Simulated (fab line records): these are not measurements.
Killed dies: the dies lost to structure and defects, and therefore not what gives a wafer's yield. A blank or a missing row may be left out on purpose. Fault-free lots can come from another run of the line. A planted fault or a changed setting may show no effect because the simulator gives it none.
Which tool did it? + flow nandHarc + route of 1302 steps, sampled at 1 step: 7 lots, 21 wafers

WHAT THE GAUGES READ, wafer by wafer
NHARC_P_CONTACT_INSPECT_27.
| lot  | measured     | on               | rawDefectCount |
|------|--------------|------------------|----------------|
| L348 | day 7 02:02  | defectInspect-02 | 119 193 136    |
| L357 | day 10 14:47 | defectInspect-01 | 296 253 240    |
| L359 | day 12 00:19 | defectInspect-01 | 414 345 318    |
| L362 | day 12 20:23 | defectInspect-02 | 253 260 239    |
| L364 | day 13 11:25 | defectInspect-01 | 485 491 641    |
| L367 | day 14 19:26 | defectInspect-02 | 261 329 275    |
| L369 | day 15 14:58 | defectInspect-01 | 180 205 248    |

WHAT TOOL EACH LOT RAN ON (gives the tool, then ch and the chambers of the sampled wafers, and finally the start)
The record holds no process step before these readings.

THE ANSWER, worked out from the rows above alone
Rule: the usual values come from the lots themselves. Put in order of their means at a reading, lots are off if they are a third of the lots or fewer, leave a main group of 4 or more, and stand apart from it by a gap of 3 or more times the standard deviation of the main group's means; of several such gaps the widest counts. A main group is skipped when, at the precision printed for the reading in the tables above, its means are all equal. A lot without any number at a reading at which 4 lots or more have one is off too. All remaining lots with rows at the step are treated as sound.
No lot is off at any reading shown: from this, nothing can be told.

WHAT THE SIMULATOR HAD INSERTED
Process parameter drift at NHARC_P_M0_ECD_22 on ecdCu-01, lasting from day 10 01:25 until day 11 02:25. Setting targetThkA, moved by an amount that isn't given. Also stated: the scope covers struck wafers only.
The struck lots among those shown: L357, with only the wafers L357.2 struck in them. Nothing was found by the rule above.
